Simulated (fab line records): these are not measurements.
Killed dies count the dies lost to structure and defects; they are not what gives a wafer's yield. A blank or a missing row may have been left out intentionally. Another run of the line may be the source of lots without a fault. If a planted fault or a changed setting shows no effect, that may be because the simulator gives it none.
Chamber matching -- flow n5-finfet -- N5_BEOL_M1_STRIP_36 on rie-diel-05 has 4 sister chambers
The step strips in N2/H2. 4 wafers are shown with their chamber, then 8 later ones without.

WAFERS WITH THEIR CHAMBER
wafer,chamber,showerhead-plenum-p-Torr (Torr)
L081.2,0,2.50
L083.4,3,2.55
L087.5,1,2.41
L089.1,2,2.54

WAFERS WITH NO CHAMBER GIVEN
wafer,showerhead-plenum-p-Torr (Torr)
L089.2,2.41
L089.6,2.49
L094.2,2.53
L094.3,2.49
L094.4,2.49
L097.2,2.40
L097.4,2.53
L097.5,2.54

CHAMBER TAKEN BY EACH
wafer,from the rows above,in truth
L089.2,1,1
L089.6,0,0
L094.2,can't be placed: 2 or 3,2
L094.3,0,0
L094.4,0,0
L097.2,1,1
L097.4,can't be placed: 2 or 3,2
L097.5,can't be placed: 2 or 3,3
Placed correctly: 5 of 8. Not placeable from these rows: 3 (in 3, the candidates include the true chamber). Placed wrongly: 0.
How it was worked out, from the rows above alone: a wafer's distance from a chamber is the root of the sum, over the readings, of the square of ((its reading less the chamber's mean) divided by the reading's scatter). If the next closest chamber is less than 2 further off than the closest, the wafer can't be placed; otherwise it belongs to the closest. Each chamber's mean is taken over the wafers shown for it. The scatter: with one shown wafer a chamber, the root of the mean of the squares of how far each hidden wafer lies from its nearest shown one.
